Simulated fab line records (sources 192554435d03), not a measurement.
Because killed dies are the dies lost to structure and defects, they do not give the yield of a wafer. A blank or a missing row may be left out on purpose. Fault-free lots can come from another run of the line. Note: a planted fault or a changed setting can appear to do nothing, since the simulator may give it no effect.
Matching of chambers | flow n5Finfet | rieDiel-03 running N5_GATE_CUT_STRIP_59: 4 sister chambers
The step strips in N2/H2, time 20 s. 20 wafers are shown with their chamber, then 10 later ones without.

== WAFERS WITH THEIR CHAMBER ==
wafer  | chamber | drypumpMotorCurrentA (A) | showerheadPlenumPTorr (Torr) | oesProductAu (a.u.)
L076.1 | 1       | 5.7                      | 3.35                         | 0.70
L076.2 | 3       | 5.0                      | 3.22                         | 0.72
L076.4 | 3       | 5.0                      | 3.22                         | 0.73
L081.2 | 1       | 5.6                      | 3.34                         | 0.70
L081.4 | 0       | 6.0                      | 3.45                         | 0.96
L081.5 | 1       | 5.7                      | 3.35                         | 0.69
L080.1 | 1       | 5.7                      | 3.34                         | 0.70
L080.2 | 3       | 5.0                      | 3.22                         | 0.72
L080.4 | 2       | 5.6                      | 3.36                         | 0.74
L083.1 | 2       | 5.6                      | 3.36                         | 0.73
L083.2 | 1       | 5.7                      | 3.34                         | 0.70
L083.6 | 1       | 5.7                      | 3.34                         | 0.70
L086.1 | 0       | 6.0                      | 3.45                         | 0.94
L086.2 | 3       | 5.0                      | 3.21                         | 0.72
L086.3 | 2       | 5.6                      | 3.36                         | 0.72
L089.3 | 0       | 6.0                      | 3.44                         | 0.92
L089.5 | 2       | 5.6                      | 3.36                         | 0.72
L089.6 | 0       | 6.0                      | 3.45                         | 0.93
L090.3 | 3       | 5.0                      | 3.21                         | 0.72
L090.4 | 0       | 6.0                      | 3.44                         | 0.93

SIGNATURES (means of the wafers above)
reading               | chamber 0 | chamber 1 | chamber 2 | chamber 3 | scatter within a chamber
drypumpMotorCurrentA  | 6.000     | 5.683     | 5.600     | 5.000     | 0.0228
showerheadPlenumPTorr | 3.4460    | 3.3433    | 3.3600    | 3.2160    | 0.00483
oesProductAu          | 0.9360    | 0.6983    | 0.7275    | 0.7220    | 0.00921
Rule: for each reading, subtract the chamber's mean from the wafer's reading, divide by that reading's scatter and square the result; add these up over the readings and take the root, which gives the wafer's distance from the chamber. If the next closest chamber is less than 2 further off than the closest, the wafer can't be placed; otherwise it belongs to the closest. How the scatter is found: for the shown wafers, subtract from each reading the mean of its chamber, square and add these, divide the total by (wafers less chambers), then take the root.

== WAFERS MISSING THEIR CHAMBER ==
wafer  | drypumpMotorCurrentA (A) | showerheadPlenumPTorr (Torr) | oesProductAu (a.u.)
L090.6 | 5.0                      | 3.21                         | 0.72
L091.2 | 6.0                      | 3.44                         | 0.92
L091.3 | 5.7                      | 3.34                         | 0.67
L091.6 | 6.0                      | 3.44                         | 0.91
L092.2 | 6.0                      | 3.44                         | 0.92
L092.3 | 5.0                      | 3.21                         | 0.71
L092.4 | 5.6                      | 3.36                         | 0.72
L093.1 | 5.0                      | 3.21                         | 0.72
L093.2 | 5.7                      | 3.33                         | 0.68
L093.4 | 5.6                      | 3.35                         | 0.72

== EACH ONE'S CHAMBER ==
wafer  | from the rows above | in truth
L090.6 | 3                   | 3
L091.2 | 0                   | 0
L091.3 | 1                   | 1
L091.6 | 0                   | 0
L092.2 | 0                   | 0
L092.3 | 3                   | 3
L092.4 | 2                   | 2
L093.1 | 3                   | 3
L093.2 | 1                   | 1
L093.4 | 2                   | 2
10 of 10 placed correctly. Not placeable from these rows: 0. Placed wrongly: 0.
